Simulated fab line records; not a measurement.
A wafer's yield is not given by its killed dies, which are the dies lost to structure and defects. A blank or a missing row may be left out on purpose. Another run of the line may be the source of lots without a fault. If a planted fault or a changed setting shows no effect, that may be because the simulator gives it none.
8D (eight disciplines) problem report, filled in by code ; flow nand harc ; the parts of the form that need people (team, actions taken, sign-off) are left out

== 1. PROBLEM STATEMENT ==
Mean of run length s at NHARC_A_BLC_ETCH_17: 615.9 s across 4 wafers in 3 lots; on wafers with no fault it is 630.5 s (standard deviation 0.48). Relative to the usual mean, that is a shift of -30 standard deviations.
The step: etches the open film in N2/H2, target depth 390 nm, time 609.38 s.
Seen first at day 20 16:28 on rie diel-13, wafer L820.5. Wafers with a number at this step in the record: 37, from 13 lots. By rule, "out" or "out of limits" means more than 4 standard deviations away from the usual mean. The other wafers with a number count as sound.

== 2. WHAT IT IS, WHAT IT ISN'T ==
question;is;is not
which readings at this step;run length s;drypump motor current A, n2 flow sccm, oes product au, rf vpp V, showerhead plenum p Torr
which lots;L820, L821, L824;L809, L812, L813, L814, L815, L818, L828, L829, L831, L832
which wafers of those lots;L820.5, L821.5, L821.6, L824.5;L820.2, L820.3, L824.4
read on which tools;rie diel-13;rie diel-02, rie diel-08
when;from day 20 16:28;"up to then (20 sound wafers); but 13 sound wafers of L824, L828, L829, L831, L832 came after"

== 3. SUSPECTS, AND WHAT RULES EACH OUT ==
Counting: if a tool at a process step up to the reading ran every lot that is out, it stays a suspect. Sound lots after the first of them don't rule it out here, since some wafers of a struck lot are sound.
- rie diel-13 at NHARC_A_BLC_ETCH_17 (etches the open film in N2/H2, target depth 390 nm, time 609.38 s): kept. Every lot that is out went through it, the first being L820 (day 20 16:28); the last sound lot it ran before that was L815 (day 19 09:52). Its own readings are out on those wafers: run length s.
- Within rie diel-13 at NHARC_A_BLC_ETCH_17: the wafers that are out ran in chambers 0, 1; their sound lot-mates ran in chambers 2, 3.
Remaining after the count: rie diel-13 at NHARC_A_BLC_ETCH_17.

== 4. THE CAUSE (what the simulator had put in) ==
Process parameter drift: rie diel-13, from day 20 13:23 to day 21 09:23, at NHARC_A_BLC_ETCH_17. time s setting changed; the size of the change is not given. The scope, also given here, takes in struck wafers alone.
This tool alone remained once counting was done.

== 5. THE CHAIN OF EFFECTS, in route order ==
Rows list readings where the struck wafers' mean (over those with a number) sits beyond 3 standard deviations from the usual. Readings are gone through only where the record gives a usual standard deviation; hours: the median, over the lots, of the time from a lot's start at the first step in this table giving one to that lot's start at this step; sigmas: the change measured in usual standard deviations.
hours;step;reading;usual;on struck wafers;change;sigmas
0;NHARC_A_BLC_ETCH_17;run length s;630.5 s;615.9;-14.6;-30
Here are the process steps it includes:
- NHARC_A_BLC_ETCH_17: etches the open film in N2/H2, target depth 390 nm, time 609.38 s.
Readings that are blank on the struck wafers while sound wafers have them: rf fwd power W at NHARC_A_BLC_ETCH_17; pad life wafers at NHARC_A_BLC_CMP_25.
Later measuring or inspecting steps at which every struck wafer that the step has a row for has a number for every such reading, and none has moved that far: NHARC_A_BLC_CD_MEAS_19.

== 6. HOW IT WOULD HAVE BEEN CAUGHT EARLIER ==
First out-of-limits reading in this record: day 20 16:28, which is 3 hours after fault onset at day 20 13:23.
